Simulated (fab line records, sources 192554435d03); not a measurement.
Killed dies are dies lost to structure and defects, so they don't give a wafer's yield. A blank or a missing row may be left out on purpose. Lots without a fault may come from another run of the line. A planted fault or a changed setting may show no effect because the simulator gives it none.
Chamber matching | flow n5_finfet | N5_MOL_CONTACT_COAG_ALD_27 on ald_sin-03: 4 sister chambers
The step deposits SiOC, target thk 17 nm, pulse time 1.5 s, time 2720 s. 14 wafers are shown with their chamber, then 7 later ones without.

WAFERS WITH THEIR CHAMBER
wafer  | chamber | heater_power_w (W) | precursor_pulse_height_rel
L079.3 | 0       | 1018               | 1.009
L079.5 | 1       | 910                | 1.023
L079.6 | 2       | 903                | 0.992
L080.1 | 0       | 1022               | 1.007
L080.4 | 2       | 895                | 1.022
L080.5 | 2       | 912                | 0.998
L081.2 | 2       | 924                | 1.029
L081.4 | 0       | 1051               | 1.025
L081.6 | 0       | 1027               | 1.019
L085.2 | 3       | 945                | 0.994
L085.3 | 0       | 1030               | 0.985
L085.6 | 0       | 1064               | 0.999
L088.1 | 1       | 923                | 0.975
L088.2 | 3       | 946                | 1.008

SIGNATURES (means of the wafers above)
reading                    | chamber 0 | chamber 1 | chamber 2 | chamber 3 | scatter within a chamber
heater_power_w             | 1035.33   | 916.50    | 908.50    | 945.50    | 14.8
precursor_pulse_height_rel | 1.00733   | 0.99900   | 1.01025   | 1.00100   | 0.018
Rule: a wafer's distance from a chamber is the root of the sum, over the readings, of the square of ((its reading less the chamber's mean) divided by the reading's scatter). The wafer belongs to the nearest chamber; if the next one is less than 2 further off, it can't be placed. The scatter: the root of (the sum of the squares of (reading less its chamber's mean) over the shown wafers, divided by (wafers less chambers)).

WAFERS WITHOUT THEIR CHAMBER
wafer  | heater_power_w (W) | precursor_pulse_height_rel
L088.4 | 917                | 1.022
L089.1 | 931                | 1.014
L089.4 | 904                | 0.971
L089.6 | 905                | 1.027
L092.2 | 957                | 0.983
L092.4 | 1016               | 0.989
L092.6 | 1067               | 0.967

WHICH CHAMBER EACH WENT THROUGH
wafer  | from the rows above          | in truth
L088.4 | can't be placed: 2 or 1 or 3 | 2
L089.1 | can't be placed: 3 or 1 or 2 | 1
L089.4 | can't be placed: 1 or 2 or 3 | 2
L089.6 | can't be placed: 2 or 1      | 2
L092.2 | can't be placed: 3 or 1      | 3
L092.4 | 0                            | 0
L092.6 | 0                            | 0
Placed correctly: 2 of 7. Can't be placed from these rows: 5 (the true chamber is among the candidates in 5). Placed wrongly: 0.
